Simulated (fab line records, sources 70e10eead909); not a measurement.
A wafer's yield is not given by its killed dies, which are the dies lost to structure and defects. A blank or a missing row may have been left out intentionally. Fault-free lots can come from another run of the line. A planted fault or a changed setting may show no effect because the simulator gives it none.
The tool behind it: which one? / flow nandHarc / Sampling: 6 lots, 17 wafers, 5 of 1302 route steps

== WHAT THE GAUGES SHOWED, per wafer ==
NHARC_A_ONON_D2_THK_MEAS_02: measures by ellipsometry.
lot=L360; measured=day 14 01:34; on=filmMetro-02; thkNm (nm)=1005 621
lot=L364; measured=day 15 17:11; on=filmMetro-02; thkNm (nm)=1008 622 1006
lot=L374; measured=day 19 09:23; on=filmMetro-02; thkNm (nm)=1020 1019 1019
lot=L375; measured=day 20 05:15; on=filmMetro-01; thkNm (nm)=990 991 990
lot=L377; measured=day 20 21:19; on=filmMetro-01; thkNm (nm)=986 986 986
lot=L379; measured=day 21 15:41; on=filmMetro-02; thkNm (nm)=998 998 998

== WHAT TOOL EACH LOT RAN ON (gives the tool, then ch and the chambers of the sampled wafers, and finally the start) ==
lot=L360; NHARC_A_CHANNEL_FILL_D1_ALD_16=aldHk-02 ch 1,2, day 10 14:52; NHARC_A_DECK1_JOINT_CMP_13=cmp-04 ch 0,1, day 12 21:53; NHARC_A_DECK1_JOINT_ETCHBACK_00=rieSi-01 ch 0,3, day 12 22:17; NHARC_A_ONON_D2_DEP_00=pecvdOnon-01 ch 0, day 14 01:11
lot=L364; NHARC_A_CHANNEL_FILL_D1_ALD_16=aldHk-03 ch 1,2, day 12 13:55; NHARC_A_DECK1_JOINT_CMP_13=cmp-04 ch 0,1,2, day 14 16:23; NHARC_A_DECK1_JOINT_ETCHBACK_00=rieSi-03 ch 1,2, day 14 16:44; NHARC_A_ONON_D2_DEP_00=pecvdOnon-01 ch 0, day 15 16:40
lot=L374; NHARC_A_CHANNEL_FILL_D1_ALD_16=aldHk-04 ch 0,2,3, day 16 06:11; NHARC_A_DECK1_JOINT_CMP_13=cmp-02 ch 0,2,3, day 18 04:01; NHARC_A_DECK1_JOINT_ETCHBACK_00=rieSi-01 ch 0,1,2, day 18 04:22; NHARC_A_ONON_D2_DEP_00=pecvdOnon-04 ch 0, day 19 08:56
lot=L375; NHARC_A_CHANNEL_FILL_D1_ALD_16=aldHk-04 ch 2,3, day 17 03:49; NHARC_A_DECK1_JOINT_CMP_13=cmp-02 ch 0,2,3, day 19 01:42; NHARC_A_DECK1_JOINT_ETCHBACK_00=rieSi-03 ch 1,2,3, day 19 02:04; NHARC_A_ONON_D2_DEP_00=pecvdOnon-02 ch 0, day 20 04:55
lot=L377; NHARC_A_CHANNEL_FILL_D1_ALD_16=aldHk-02 ch 0,1,3, day 17 16:29; NHARC_A_DECK1_JOINT_CMP_13=cmp-04 ch 1,2,3, day 19 14:28; NHARC_A_DECK1_JOINT_ETCHBACK_00=rieSi-03 ch 1,3, day 19 14:48; NHARC_A_ONON_D2_DEP_00=pecvdOnon-01 ch 0, day 20 20:49
lot=L379; NHARC_A_CHANNEL_FILL_D1_ALD_16=aldHk-03 ch 2,3, day 18 17:18; NHARC_A_DECK1_JOINT_CMP_13=cmp-04 ch 1,2,3, day 20 14:58; NHARC_A_DECK1_JOINT_ETCHBACK_00=rieSi-03 ch 1,2,3, day 20 15:22; NHARC_A_ONON_D2_DEP_00=pecvdOnon-01 ch 0, day 21 15:11
- NHARC_A_CHANNEL_FILL_D1_ALD_16: deposits SiO2, target thk 1.5 nm, pulse time 10 s, ald cycles 15.
- NHARC_A_DECK1_JOINT_CMP_13: polishes, target thk 51.023 nm.
- NHARC_A_DECK1_JOINT_ETCHBACK_00: etches the open film in HBr, target depth 30 nm, time 17.4 s.
- NHARC_A_ONON_D2_DEP_00: target thk 1000 nm.

== THE ANSWER, worked out from the rows above alone ==
Rule: usual is defined by the lots themselves. Put in order of their means at a reading, lots are off if they are a third of the lots or fewer, leave a main group of 4 or more, and stand apart from it by a gap of 3 or more times the standard deviation of the main group's means; of several such gaps the widest counts. If all means in a main group match to the digits the tables above print for the reading, that group is not used. Also off: a lot with no number at a reading for which 4 or more lots have one. Any other lot the step has rows for is counted as sound.
Off: L360, L364 (NHARC_A_ONON_D2_THK_MEAS_02, thkNm). Mean 998 nm and standard deviation 13 in the main group.
If a tool, at a process step before that reading, ran all the lots that are off and no sound lot after the first of them, it fits. Gauges at NHARC_A_ONON_D2_THK_MEAS_02: tried the same way as those tools. Of those tried, none fits.

== WHAT THE SIMULATOR HAD INSERTED ==
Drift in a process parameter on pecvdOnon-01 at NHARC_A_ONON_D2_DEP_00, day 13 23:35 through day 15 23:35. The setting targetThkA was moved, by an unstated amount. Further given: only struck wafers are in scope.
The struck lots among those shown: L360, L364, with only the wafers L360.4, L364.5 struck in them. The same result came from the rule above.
